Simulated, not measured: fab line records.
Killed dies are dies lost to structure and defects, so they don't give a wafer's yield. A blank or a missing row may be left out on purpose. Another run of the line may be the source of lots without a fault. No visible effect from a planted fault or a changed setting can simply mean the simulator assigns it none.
Lot-split experiment + flow n5-finfet + on a route of 1938 steps: 7 lots, 21 wafers read

== THE SPLIT ITSELF ==
At N5_BEOL_M2_EXPOSE_08 (exposes mask M2), the setting dose-mj was moved away from the recipe's 41.25 on 4 of the 21 wafers read, by +5.8% to +7.3%. For the rest of the wafers, this setting stayed at what the recipe calls for.

== FROM THE SPLIT TO THE READING: what the file shows between them, 2 steps ==
- N5_BEOL_M2_PEB_09: peb time 60 s
- N5_BEOL_M2_DEVELOP_10: develop time 30 s

== THE READING ==
Shown in nm: cd-nm at N5_BEOL_M2_CD_MEAS_11, with target cd 16.79 nm. Fault-free wafers of this fab line usually give 16.82 nm, standard deviation 0.26 nm.

| wafer  | tool, chamber at the split | dose-mj as run | against the recipe | cd-nm, nm | against lot-mates on the recipe |
|--------|----------------------------|----------------|--------------------|-----------|---------------------------------|
| L080.1 | euv-scanner-01, 0          | 41.25          | recipe             | 16.78     | -                               |
| L080.4 | euv-scanner-01, 0          | 41.25          | recipe             | 16.91     | -                               |
| L080.5 | euv-scanner-01, 0          | 41.25          | recipe             | 16.86     | -                               |
| L083.3 | euv-scanner-01, 0          | 41.25          | recipe             | 16.76     | -                               |
| L083.4 | euv-scanner-01, 0          | 41.25          | recipe             | 16.87     | -                               |
| L083.6 | euv-scanner-01, 0          | 43.63          | +5.8%              | 18.09     | +1.27                           |
| L087.2 | euv-scanner-02, 0          | 41.25          | recipe             | 16.75     | -                               |
| L087.3 | euv-scanner-02, 0          | 41.25          | recipe             | 17.44     | -                               |
| L087.5 | euv-scanner-02, 0          | 41.25          | recipe             | 16.96     | -                               |
| L091.2 | euv-scanner-02, 0          | 44.26          | +7.3%              | 18.38     | +1.53                           |
| L091.5 | euv-scanner-02, 0          | 41.25          | recipe             | 16.77     | -                               |
| L091.6 | euv-scanner-02, 0          | 41.25          | recipe             | 16.93     | -                               |
| L095.3 | euv-scanner-02, 0          | 41.25          | recipe             | 16.28     | -                               |
| L095.4 | euv-scanner-02, 0          | 41.25          | recipe             | 16.73     | -                               |
| L095.5 | euv-scanner-02, 0          | 41.25          | recipe             | 17.02     | -                               |
| L096.1 | euv-scanner-02, 0          | 41.25          | recipe             | 16.79     | -                               |
| L096.3 | euv-scanner-02, 0          | 44.24          | +7.2%              | 17.94     | +1.15                           |
| L096.6 | euv-scanner-02, 0          | 44.24          | +7.2%              | 18.15     | +1.36                           |
| L097.4 | euv-scanner-01, 0          | 41.25          | recipe             | 16.97     | -                               |
| L097.5 | euv-scanner-01, 0          | 41.25          | recipe             | 16.94     | -                               |
| L097.6 | euv-scanner-01, 0          | 41.25          | recipe             | 16.69     | -                               |

FIT RESULTS
A straight line over all 21 wafers: cd-nm changes by +0.186 nm for each +1% of dose-mj; r = +0.92; the points scatter about the line by 0.22 nm.
The same after taking each lot's own level away (the mean of its wafers on the recipe; 21 wafers): +0.191 nm for each +1%; r = +0.94; scatter 0.19 nm.
Per that fit: largest dose-mj move, reading shift of 1.4 nm.
Measured against the standard deviation above, the lots' own levels, which go from 16.677 to 17.050 nm, span 1.4 times it.
The two slopes are in agreement: the lot-to-lot level therefore moves the slope only a little.
Check: +1.35 nm against its lot-mates is what the line predicts for one of the wafers moved furthest among these (+7.3%) when that wafer is left out of the fit. Against them it came out at +1.53 nm.

== FURTHER SPLITS ON THESE WAFERS ==
Before the reading, these wafers also passed through other splits. Each is held against what the fit with the lots' levels taken away leaves over:
| other split on the same wafers          | wafers away from the commonest value | r with cd-nm (lot level and that fit taken away) |
|-----------------------------------------|--------------------------------------|--------------------------------------------------|
| N5_BEOL_M0_SAQP_PECVD_96 time-s         | 7                                    | +0.12                                            |
| N5_BEOL_M0_SAQP_ETCH_106 target-depth-a | 8                                    | +0.13                                            |
| N5_BEOL_M0_SAQP_ETCH_107 bias-w         | 6                                    | +0.12                                            |
| N5_BEOL_M1_COAT_68 spin-rpm             | 3                                    | -0.25                                            |
| N5_BEOL_M1_EXPOSE_25 dose-mj            | 3                                    | +0.07                                            |

== THE WHOLE CHAIN: every reading that the file lists as answering this split, in the file's order ==
| step                  | what it does                                                | reading                                                               | change (the file's fit)               | r (the file's) |
|-----------------------|-------------------------------------------------------------|-----------------------------------------------------------------------|---------------------------------------|----------------|
| N5_BEOL_M2_CD_MEAS_11 | target cd 16.79 nm                                          | cd-nm                                                                 | +0.199 nm for each +1% of the setting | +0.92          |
| N5_BEOL_M2_ETCH_74    | etches underlayer in N2/H2, target depth 6.5 nm, time 5.2 s | BEOL_M2.cd-offset-nm (the simulator's own value, which no gauge read) | +0.194 nm for each +1% of the setting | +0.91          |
| N5_BEOL_M2_ETCH_63    | etches SiARC in CF4, target depth 15.6 nm, time 26 s        | BEOL_M2.cd-offset-nm (the simulator's own value, which no gauge read) | +0.173 nm for each +1% of the setting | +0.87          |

== THE FILE'S OWN FIT ==
cd-nm changes by +0.199 nm for each +1% of dose-mj, r = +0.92.
